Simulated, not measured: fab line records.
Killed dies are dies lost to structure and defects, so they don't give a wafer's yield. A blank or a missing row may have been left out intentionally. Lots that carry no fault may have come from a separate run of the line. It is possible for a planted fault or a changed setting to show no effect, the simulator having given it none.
fab line records ; flow n5_finfet ; part 2 of 2: steps 5 to 6 of 6
[record] lots = 24; wafers = 72; last_day = 19
route steps=1938 shown BEOL_M0@718 BEOL_M1@751
lots untouched by any fault: they come from a run of this same line in which no faults occurred
start_h: hours from the record's opening day to when the first of the lot's shown wafers began ; wait_h: time in hours since the lot's previous step ; " identical to the entry in the row above ; L1.1+2: one row covering several wafers at once ; - either no value or no given start ; * or withheld: withheld ; < > ~ a bound
route shown NAME@n: NAME is a module with steps in the file, n the number in the route of the first one ; usual: mean and standard deviation over wafers with no fault ; same: alike in all rows ; chamber/n: place in a boat ; sites: per-site readings ; _std_site: how widely they spread, as a standard deviation ; _edge_site: mean of outer sites minus mean of inner sites ; radius_mm: how far each site lies from the wafer's centre ; mask NAME#n: copy n ; behind: the tool/chamber that last shaped the wafer ; hold: cause of the lot's hold/its duration in hours/its outcome ; device: whichever transistor did not switch (one of n, p or np) ; end of line: at the end of the route, the tests of the same wafers ; a step given without rows: its recipe and nothing more ; killed: count of dies lost to structure and defects at first sort (not the wafer's yield) ; map: shows each die of a wafer: x if killed, . if not, _ if none is there
set.NAME: the setting as run; set.NAME@STEP: as run at that earlier step ; model.NAME: the simulator's own value behind a step, which no gauge read
one table for each step of the route and one row for each wafer, over a sample of lots
services: when a tool's chamber went out of use (start_h, in hours from the record's first day, below 0 if earlier), for how many hours, and the reason
[[steps]]
[step N5_BEOL_M1_ETCH_69]
[recipe] chemistry = CF4; target = SiARC; target_depth_a = 156; mask_material = CAR-EUV; time_s = 26; ion_energy_ev = 80; pressure_mtorr = 40; source_w = 545; bias_w = 36; Ar_flow_sccm = 100; cf4_flow_sccm = 100; ends = cleared
[usual] drypump_motor_current_A = 5.4/0.65; etch_rf_on_time_s = 26.2/0.4; oes_product_au = 0.64/0.058; rf_vpp_V = 184.3/1.2; showerhead_plenum_p_Torr = 2.16/0.067; throttle_valve_pct = 15.81/0.19
lot.wafer;tool;chamber;start_h;wait_h;drypump_motor_current_A;etch_rf_on_time_s;oes_product_au;rf_hours_counter_h;rf_vpp_V;showerhead_plenum_p_Torr;throttle_valve_pct
L074.1;rie_diel-05;2;129.58;0.0;5.3;26.6;0.60;195;185.7;2.22;15.72
L074.3;rie_diel-05;0;129.58;0.0;6.7;25.9;0.61;186;182.5;2.05;16.01
L074.5;rie_diel-05;3;129.58;0.0;4.9;26.0;0.84;-;185.9;2.27;15.47
L075.2;rie_diel-05;0;134.24;0.0;6.7;25.4;0.61;188;182.3;2.05;16.00
L075.4;rie_diel-05;1;134.24;0.0;6.7;26.2;0.63;144;182.9;2.07;15.72
L075.5;rie_diel-05;2;134.24;0.0;5.3;26.5;0.60;-;183.7;2.21;15.71
L076.3;rie_diel-01;3;134.72;0.0;4.7;25.9;0.61;211;183.9;2.12;15.88
L076.4;rie_diel-01;2;134.72;0.0;5.6;26.5;0.66;135;183.4;2.15;15.82
L076.6;rie_diel-01;3;134.72;0.0;4.7;25.8;0.61;-;182.3;2.12;15.88
L077.2;rie_diel-01;3;146.08;0.0;4.7;25.7;0.61;214;183.3;2.12;15.87
L077.4;rie_diel-01;0;146.08;0.0;5.0;26.2;0.66;147;184.6;2.24;15.90
L077.5;rie_diel-01;0;146.08;0.0;5.0;26.1;0.66;-;185.8;2.24;15.89
L078.1;rie_diel-05;1;151.77;0.0;6.7;26.3;0.63;149;183.2;2.07;15.74
L078.3;rie_diel-05;0;151.77;0.0;6.7;26.0;0.61;194;182.8;2.05;16.03
L078.5;rie_diel-05;0;151.77;0.0;6.7;25.7;0.61;-;180.4;2.05;16.01
L079.1;rie_diel-01;0;154.23;0.0;5.0;26.5;0.65;149;184.1;2.23;15.88
L079.2;rie_diel-01;3;154.23;0.0;4.7;25.9;0.61;216;183.6;2.12;15.88
L079.6;rie_diel-01;1;154.23;0.0;5.2;25.7;0.60;-;184.1;2.21;15.69
L080.2;rie_diel-05;1;157.27;0.0;6.7;26.4;0.63;151;183.9;2.06;15.74
L080.3;rie_diel-05;0;157.27;0.0;6.7;26.2;0.61;196;184.3;2.05;16.02
L080.4;rie_diel-05;3;157.27;0.0;5.0;25.8;0.81;10;186.3;2.27;15.50
L082.2;rie_diel-01;0;164.62;0.0;5.0;26.2;0.66;153;184.2;2.23;15.91
L082.3;rie_diel-01;3;164.62;0.0;4.7;25.9;0.61;220;182.9;2.11;15.90
L082.4;rie_diel-01;2;164.62;0.0;5.6;26.4;0.65;144;184.1;2.15;15.84
L081.2;rie_diel-01;2;174.26;0.0;5.5;26.7;0.65;147;184.6;2.15;15.83
L081.3;rie_diel-01;1;174.26;0.0;5.2;25.6;0.60;225;184.2;2.21;15.72
L081.5;rie_diel-01;1;174.26;0.0;5.2;25.8;0.59;-;183.7;2.21;15.69
L083.1;rie_diel-01;2;174.67;0.0;5.6;26.9;0.65;148;183.5;2.15;15.85
L083.2;rie_diel-01;0;174.67;0.0;5.0;26.5;0.65;157;185.9;2.23;15.92
L083.4;rie_diel-01;3;174.67;0.0;4.7;26.2;0.60;224;183.5;2.11;15.91
L084.1;rie_diel-01;2;182.80;0.0;5.6;26.8;0.65;151;183.1;2.14;15.84
L084.2;rie_diel-01;0;182.80;0.0;5.0;26.2;0.65;160;183.9;2.23;15.93
L084.4;rie_diel-01;3;182.80;0.0;4.7;26.1;0.59;227;184.7;2.11;15.92
L085.2;rie_diel-01;0;249.32;0.0;5.0;26.0;0.63;182;185.3;2.22;15.96
L085.4;rie_diel-01;3;249.32;0.0;4.7;25.9;0.60;-;184.5;2.11;15.95
L085.6;rie_diel-01;0;249.32;0.0;5.0;26.3;0.63;-;184.2;2.22;15.98
L088.2;rie_diel-01;2;249.43;0.0;5.5;26.7;0.63;174;183.9;2.14;15.89
L088.3;rie_diel-01;3;249.43;0.0;4.7;26.2;0.58;250;184.1;2.10;15.96
L088.5;rie_diel-01;3;249.43;0.0;4.7;26.0;0.59;-;184.0;2.10;15.95
L095.2;rie_diel-05;1;249.80;0.0;6.7;26.7;0.61;186;184.1;2.05;15.82
L095.5;rie_diel-05;3;249.80;0.0;5.0;25.9;0.74;-;186.2;2.26;15.58
L095.6;rie_diel-05;2;249.80;0.0;5.3;26.8;0.58;-;184.6;2.20;15.78
L094.3;rie_diel-05;3;250.28;0.0;4.9;25.8;0.75;44;184.7;2.26;15.57
L094.4;rie_diel-05;0;250.28;0.0;6.7;25.8;0.58;231;182.2;2.03;16.09
L094.5;rie_diel-05;2;250.28;0.0;5.3;26.6;0.58;-;186.3;2.20;15.77
L089.3;rie_diel-01;0;252.59;0.0;5.0;26.0;0.64;183;184.8;2.22;15.97
L089.5;rie_diel-01;2;252.59;0.0;5.6;26.6;0.63;-;185.4;2.14;15.90
L089.6;rie_diel-01;0;252.59;0.0;5.0;26.2;0.63;-;184.4;2.22;15.99
L090.1;rie_diel-06;1;254.81;0.0;5.4;27.1;0.59;209;184.3;2.12;15.76
L090.3;rie_diel-06;0;254.81;0.0;6.4;26.0;0.69;93;184.8;2.23;15.37
L090.6;rie_diel-06;1;254.81;0.0;5.4;27.0;0.59;-;183.9;2.12;15.77
L091.1;rie_diel-06;1;255.67;0.0;5.4;27.2;0.60;209;186.0;2.12;15.77
L091.2;rie_diel-06;3;255.67;0.0;5.5;25.9;0.62;195;183.4;2.13;15.76
L091.3;rie_diel-06;2;255.67;0.0;6.5;25.7;0.74;27;185.1;2.11;15.28
L092.2;rie_diel-06;3;255.82;0.0;5.5;25.7;0.62;195;183.5;2.13;15.76
L092.4;rie_diel-06;2;255.82;0.0;6.5;25.9;0.75;27;184.1;2.11;15.26
L092.6;rie_diel-06;3;255.82;0.0;5.5;26.0;0.62;-;184.5;2.13;15.76
L087.1;rie_diel-01;0;256.01;0.0;5.0;26.2;0.63;185;184.9;2.22;15.95
L087.2;rie_diel-01;2;256.01;0.0;5.6;26.5;0.63;177;185.5;2.14;15.88
L087.3;rie_diel-01;3;256.01;0.0;4.7;26.1;0.58;253;182.6;2.10;15.95
L093.2;rie_diel-01;3;257.64;0.0;4.7;25.9;0.59;254;182.3;2.10;15.97
L093.3;rie_diel-01;2;257.64;0.0;5.6;26.5;0.62;178;182.9;2.13;15.91
L093.6;rie_diel-01;0;257.64;0.0;5.0;26.1;0.64;-;182.7;2.22;15.96
L086.3;rie_diel-01;2;258.40;0.0;5.6;26.6;0.63;179;184.9;2.13;15.91
L086.4;rie_diel-01;0;258.40;0.0;5.0;26.3;0.63;-;183.8;2.22;15.97
L086.5;rie_diel-01;3;258.40;0.0;4.7;26.0;0.59;-;184.1;2.10;15.96
L096.1;rie_diel-05;1;258.53;0.0;6.7;26.5;0.61;188;183.0;2.05;15.82
L096.4;rie_diel-05;0;258.53;0.0;6.7;25.6;0.59;233;181.7;2.03;16.11
L096.5;rie_diel-05;1;258.53;0.0;6.7;26.8;0.61;-;184.7;2.05;15.84
L097.1;rie_diel-01;3;269.42;0.0;4.7;26.2;0.58;258;183.2;2.10;15.98
L097.3;rie_diel-01;2;269.42;0.0;5.6;26.7;0.63;182;184.9;2.13;15.91
L097.6;rie_diel-01;0;269.42;0.0;5.0;26.4;0.63;-;187.9;2.22;15.98
[step N5_BEOL_M1_ALD_98]
[recipe] material = SiO2; target_thk_a = 25; temp_c = 100; ald_precursor_family = BDEAS; ald_co_reactant = O2-plasma; pulse_time_s = 1; co_reactant_pulse_time_s = 1; purge_time_s = 2; co_reactant_purge_time_s = 2; ald_cycles = 17; pressure_torr = 2
[usual] heater_power_w = 77/7.9; precursor_pulse_height_rel = 1.001/0.02
[same] pulse_time_s = 1
lot.wafer;tool;chamber;start_h;wait_h;heater_power_w;precursor_pulse_height_rel
L074.1;ald_sin-01;0;129.69;0.1;85;0.997
L074.3;ald_sin-01;1;129.69;0.1;74;0.996
L074.5;ald_sin-01;2;129.69;0.1;79;0.999
L075.2;ald_sin-02;3;134.60;0.3;67;1.017
L075.4;ald_sin-02;1;134.60;0.3;74;1.004
L075.5;ald_sin-02;1;134.60;0.3;77;1.018
L076.3;ald_sin-01;1;134.94;0.2;73;1.009
L076.4;ald_sin-01;2;134.94;0.2;80;1.019
L076.6;ald_sin-01;1;134.94;0.2;71;1.027
L077.2;ald_sin-02;3;146.22;0.1;67;1.006
L077.4;ald_sin-02;1;146.22;0.1;77;1.001
L077.5;ald_sin-02;1;146.22;0.1;75;1.020
L078.1;ald_sin-01;1;152.17;0.4;73;0.959
L078.3;ald_sin-01;3;152.17;0.4;81;0.967
L078.5;ald_sin-01;2;152.17;0.4;79;1.002
L079.1;ald_sin-03;3;154.31;0.1;75;0.977
L079.2;ald_sin-03;2;154.31;0.1;62;1.016
L079.6;ald_sin-03;2;154.31;0.1;64;1.009
L080.2;ald_sin-01;2;157.56;0.3;80;1.008
L080.3;ald_sin-01;1;157.56;0.3;73;1.001
L080.4;ald_sin-01;0;157.56;0.3;84;1.021
L082.2;ald_sin-03;3;165.30;0.7;76;0.976
L082.3;ald_sin-03;1;165.30;0.7;67;1.029
L082.4;ald_sin-03;2;165.30;0.7;63;1.012
L081.2;ald_sin-01;1;174.34;0.1;74;0.984
L081.3;ald_sin-01;3;174.34;0.1;83;1.039
L081.5;ald_sin-01;0;174.34;0.1;86;0.988
L083.1;ald_sin-01;2;174.75;0.1;78;1.011
L083.2;ald_sin-01;3;174.75;0.1;81;0.991
L083.4;ald_sin-01;1;174.75;0.1;72;1.003
L084.1;ald_sin-01;0;182.89;0.1;82;1.026
L084.2;ald_sin-01;3;182.89;0.1;82;1.006
L084.4;ald_sin-01;1;182.89;0.1;73;1.008
L085.2;ald_sin-03;3;249.40;0.1;76;0.996
L085.4;ald_sin-03;0;249.40;0.1;85;0.987
L085.6;ald_sin-03;3;249.40;0.1;76;1.026
L088.2;ald_sin-01;1;249.51;0.1;73;1.026
L088.3;ald_sin-01;2;249.51;0.1;78;0.992
L088.5;ald_sin-01;3;249.51;0.1;82;1.000
L095.2;ald_sin-01;3;250.32;0.5;84;1.035
L095.5;ald_sin-01;0;250.32;0.5;83;1.006
L095.6;ald_sin-01;3;250.32;0.5;81;1.009
L094.3;ald_sin-01;1;250.41;0.1;74;0.992
L094.4;ald_sin-01;3;250.41;0.1;84;0.984
L094.5;ald_sin-01;0;250.41;0.1;86;1.019
L089.3;ald_sin-02;2;252.67;0.1;90;1.031
L089.5;ald_sin-02;0;252.67;0.1;83;0.999
L089.6;ald_sin-02;1;252.67;0.1;73;1.022
L090.1;ald_sin-03;3;254.89;0.1;75;1.019
L090.3;ald_sin-03;1;254.89;0.1;68;1.032
L090.6;ald_sin-03;1;254.89;0.1;65;0.991
L091.1;ald_sin-02;3;255.76;0.1;65;0.973
L091.2;ald_sin-02;2;255.76;0.1;89;0.983
L091.3;ald_sin-02;1;255.76;0.1;73;1.037
L092.2;ald_sin-02;1;255.91;0.1;71;0.969
L092.4;ald_sin-02;2;255.91;0.1;87;0.962
L092.6;ald_sin-02;0;255.91;0.1;83;0.998
L087.1;ald_sin-02;0;256.10;0.1;81;0.990
L087.2;ald_sin-02;1;256.10;0.1;73;1.017
L087.3;ald_sin-02;3;256.10;0.1;63;1.019
L093.2;ald_sin-03;3;257.73;0.1;76;0.991
L093.3;ald_sin-03;1;257.73;0.1;66;1.003
L093.6;ald_sin-03;2;257.73;0.1;62;1.000
L086.3;ald_sin-03;2;258.51;0.1;61;0.992
L086.4;ald_sin-03;1;258.51;0.1;68;0.971
L086.5;ald_sin-03;2;258.51;0.1;63;1.022
L096.1;ald_sin-03;3;258.61;0.1;75;0.995
L096.4;ald_sin-03;1;258.61;0.1;69;1.008
L096.5;ald_sin-03;3;258.61;0.1;75;0.973
L097.1;ald_sin-02;2;269.51;0.1;86;1.011
L097.3;ald_sin-02;0;269.51;0.1;84;0.954
L097.6;ald_sin-02;1;269.51;0.1;71;1.026
[[services]]
tool;chamber;start_h;hours;kind
rie_diel-04;1;98.25;7.9;repair
rie_diel-04;-;101.94;0.2;repair
rie_diel-03;2;103.38;6.4;repair
rie_diel-03;0;107.48;11.9;repair
rie_diel-04;0;111.02;1.2;repair
ald_sin-03;-;111.24;6.0;pm
pecvd-02;-;153.90;0.6;repair
pecvd-01;-;157.17;2.1;repair
ald_sin-03;-;157.30;0.3;repair
ald_sin-02;1;160.35;15.6;repair
rie_diel-02;1;162.01;21.4;repair
rie_diel-05;2;167.42;14.2;repair
ald_sin-02;-;176.75;14.0;pm
rie_diel-02;3;179.16;26.0;repair
rie_diel-04;-;181.13;14.6;pm
pecvd-02;-;191.55;2.8;pm
ald_sin-01;3;204.32;16.5;repair
ald_sin-03;3;213.18;5.4;repair
ald_sin-02;1;227.41;8.0;repair
rie_diel-03;-;246.82;1.1;repair
ald_sin-02;2;246.87;4.6;repair
rie_diel-04;0;253.23;8.6;repair
rie_diel-05;-;253.99;4.3;pm
ald_sin-01;-;269.17;14.0;pm
